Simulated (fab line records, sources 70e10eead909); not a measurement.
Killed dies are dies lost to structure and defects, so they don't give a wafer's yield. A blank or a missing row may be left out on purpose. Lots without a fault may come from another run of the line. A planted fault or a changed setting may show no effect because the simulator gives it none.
Chamber matching | flow nand_harc | NHARC_A_CHANNEL_FILL_D1_ETCHBACK_19 on rie_si-04: 4 sister chambers
The step etches the open film in HBr/Cl2, target depth 5 nm, time 1.7 s. 18 wafers are shown with their chamber, then 9 later ones without.

WAFERS WITH THEIR CHAMBER
wafer  | chamber | oes_product_au (a.u.) | throttle_valve_pct (%)
L077.1 | 0       | 1.001                 | 26.411
L077.4 | 3       | 0.983                 | 26.405
L077.6 | 0       | 0.993                 | 26.412
L078.1 | 1       | 1.008                 | 26.412
L078.3 | 3       | 0.986                 | 26.414
L078.6 | 0       | 0.988                 | 26.386
L079.4 | 1       | 1.001                 | 26.398
L079.5 | 0       | 0.991                 | 26.401
L079.6 | 3       | 0.978                 | 26.414
L083.2 | 3       | 0.978                 | 26.404
L083.3 | 2       | 0.981                 | 26.392
L083.5 | 2       | 0.990                 | 26.405
L087.1 | 1       | 0.995                 | 26.416
L087.2 | 2       | 0.973                 | 26.405
L087.6 | 2       | 0.976                 | 26.395
L089.2 | 1       | 1.000                 | 26.390
L089.4 | 0       | 1.005                 | 26.396
L089.5 | 3       | 0.985                 | 26.413

SIGNATURES (means of the wafers above)
reading            | chamber 0 | chamber 1 | chamber 2 | chamber 3 | scatter within a chamber
oes_product_au     | 0.99560   | 1.00100   | 0.98000   | 0.98200   | 0.00605
throttle_valve_pct | 26.40120  | 26.40400  | 26.39925  | 26.41000  | 0.00906
Rule: a wafer's distance from a chamber is the root of the sum, over the readings, of the square of ((its reading less the chamber's mean) divided by the reading's scatter). The wafer belongs to the nearest chamber; if the next one is less than 2 further off, it can't be placed. The scatter: the root of (the sum of the squares of (reading less its chamber's mean) over the shown wafers, divided by (wafers less chambers)).

WAFERS WITHOUT THEIR CHAMBER
wafer  | oes_product_au (a.u.) | throttle_valve_pct (%)
L091.4 | 0.986                 | 26.409
L091.5 | 0.985                 | 26.407
L091.6 | 0.994                 | 26.420
L093.1 | 0.981                 | 26.398
L093.2 | 0.994                 | 26.404
L093.6 | 0.988                 | 26.399
L095.2 | 1.010                 | 26.407
L095.4 | 0.993                 | 26.416
L095.5 | 1.010                 | 26.402

WHICH CHAMBER EACH WENT THROUGH
wafer  | from the rows above               | in truth
L091.4 | can't be placed: 3 or 2 or 0 or 1 | 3
L091.5 | can't be placed: 3 or 2 or 0      | 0
L091.6 | can't be placed: 0 or 1 or 3 or 2 | 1
L093.1 | can't be placed: 2 or 3           | 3
L093.2 | can't be placed: 0 or 1 or 3 or 2 | 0
L093.6 | can't be placed: 0 or 2 or 3 or 1 | 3
L095.2 | can't be placed: 1 or 0           | 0
L095.4 | can't be placed: 0 or 1 or 3 or 2 | 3
L095.5 | can't be placed: 1 or 0           | 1
Placed correctly: 0 of 9. Can't be placed from these rows: 9 (the true chamber is among the candidates in 9). Placed wrongly: 0.
